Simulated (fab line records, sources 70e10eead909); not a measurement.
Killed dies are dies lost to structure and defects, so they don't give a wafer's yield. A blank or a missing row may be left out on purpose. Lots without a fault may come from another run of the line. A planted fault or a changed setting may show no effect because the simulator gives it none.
Which tool did it? | flow nand_harc | 7 lots, 21 wafers sampled, at 2 steps of a route of 1302

WHAT THE GAUGES READ, wafer by wafer
NHARC_A_ONON_D2_THK_MEAS_30: measures by ellipsometry.
lot  | measured     | on            | thk_nm (nm)
L498 | day 12 21:42 | film_metro-01 | 997 998 996
L501 | day 13 23:37 | film_metro-01 | 980 977 978
L502 | day 14 11:36 | film_metro-01 | 990 990 989
L505 | day 15 22:11 | film_metro-01 | 986 984 986
L506 | day 16 10:54 | film_metro-01 | 992 990 991
L514 | day 19 00:05 | film_metro-01 | 993 994 994
L516 | day 19 22:16 | film_metro-02 | 1004 1007 1006

WHICH TOOL RAN EACH LOT (tool, then ch and the chambers of the sampled wafers, then the start)
lot  | NHARC_A_DECK1_JOINT_CMP_13
L498 | cmp-03 ch 0,2, day 11 09:38
L501 | cmp-03 ch 0,1,3, day 12 11:08
L502 | cmp-02 ch 0,1,2, day 12 21:55
L505 | cmp-02 ch 0,2, day 14 09:59
L506 | cmp-01 ch 0,1,2, day 14 18:44
L514 | cmp-01 ch 0,1,2, day 17 14:43
L516 | cmp-02 ch 2,3, day 18 10:25
- NHARC_A_DECK1_JOINT_CMP_13: polishes, target thk 51.023 nm.

THE ANSWER, worked out from the rows above alone
Rule: what is usual is taken from the lots themselves. Put in order of their means at a reading, lots are off if they are a third of the lots or fewer, leave a main group of 4 or more, and stand apart from it by a gap of 3 or more times the standard deviation of the main group's means; of several such gaps the widest counts. A main group whose means are all the same, to the digits that the tables above print for the reading, isn't used. A lot without any number at a reading at which 4 lots or more have one is off too. The other lots that the step has rows for count as sound.
No lot is off at any reading shown: from this, nothing can be told.

WHAT THE SIMULATOR HAD PUT IN
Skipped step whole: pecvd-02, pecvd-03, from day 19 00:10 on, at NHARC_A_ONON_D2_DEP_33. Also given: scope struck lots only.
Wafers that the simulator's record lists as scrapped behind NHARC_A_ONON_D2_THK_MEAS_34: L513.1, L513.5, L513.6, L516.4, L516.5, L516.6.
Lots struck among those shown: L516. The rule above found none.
